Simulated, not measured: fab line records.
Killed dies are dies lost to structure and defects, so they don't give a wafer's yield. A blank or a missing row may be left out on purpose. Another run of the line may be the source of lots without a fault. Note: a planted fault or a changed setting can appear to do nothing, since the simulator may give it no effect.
Which of the tools did it? || flow nand harc || 6 lots with 18 wafers sampled at 2 steps, on a route of 1302 steps

## WHAT EACH GAUGE READ, for each wafer
NHARC_A_BONDPAD_OVL_MEAS_35.
{"lot": "L918", "measured": "day 23 14:47", "on": "overlay-01", "overlay x nm (nm)": "-1 -1 0"}
{"lot": "L919", "measured": "day 24 19:14", "on": "overlay-01", "overlay x nm (nm)": "0 0 0"}
{"lot": "L921", "measured": "day 24 21:28", "on": "overlay-02", "overlay x nm (nm)": "4 3 3"}
{"lot": "L924", "measured": "day 26 13:32", "on": "overlay-02", "overlay x nm (nm)": "-2 -2 -2"}
{"lot": "L936", "measured": "day 31 03:08", "on": "overlay-02", "overlay x nm (nm)": "-5 -5 -5"}
{"lot": "L938", "measured": "day 32 11:15", "on": "overlay-02", "overlay x nm (nm)": "8 8 8"}

## EACH LOT AND THE TOOL THAT RAN IT (in order: tool; ch and the chambers of the sampled wafers; start)
{"lot": "L918", "NHARC_A_CHANNEL_FILL_D1_ALD_16": "ald hk-01 ch 1,2, day 9 20:04"}
{"lot": "L919", "NHARC_A_CHANNEL_FILL_D1_ALD_16": "ald hk-02 ch 1,3, day 11 00:10"}
{"lot": "L921", "NHARC_A_CHANNEL_FILL_D1_ALD_16": "ald hk-02 ch 0,3, day 11 12:41"}
{"lot": "L924", "NHARC_A_CHANNEL_FILL_D1_ALD_16": "ald hk-02 ch 1,2,3, day 12 12:34"}
{"lot": "L936", "NHARC_A_CHANNEL_FILL_D1_ALD_16": "ald hk-02 ch 1,2,3, day 17 08:07"}
{"lot": "L938", "NHARC_A_CHANNEL_FILL_D1_ALD_16": "ald hk-03 ch 0,1,2, day 18 10:58"}
- NHARC_A_CHANNEL_FILL_D1_ALD_16: deposits SiO2, target thk 1.5 nm, pulse time 10 s, ald cycles 15.

## THE ANSWER, worked out from the rows above alone
Rule: usual is defined by the lots themselves. Put in order of their means at a reading, lots are off if they are a third of the lots or fewer, leave a main group of 4 or more, and stand apart from it by a gap of 3 or more times the standard deviation of the main group's means; of several such gaps the widest counts. A main group whose means are all the same, to the digits that the tables above print for the reading, isn't used. A lot without any number at a reading at which 4 lots or more have one is off too. Where the step has rows for the other lots, those lots are counted as sound.
Nothing can be told from this: no lot is off at any reading shown.

## WHAT THE SIMULATOR HAD INSERTED
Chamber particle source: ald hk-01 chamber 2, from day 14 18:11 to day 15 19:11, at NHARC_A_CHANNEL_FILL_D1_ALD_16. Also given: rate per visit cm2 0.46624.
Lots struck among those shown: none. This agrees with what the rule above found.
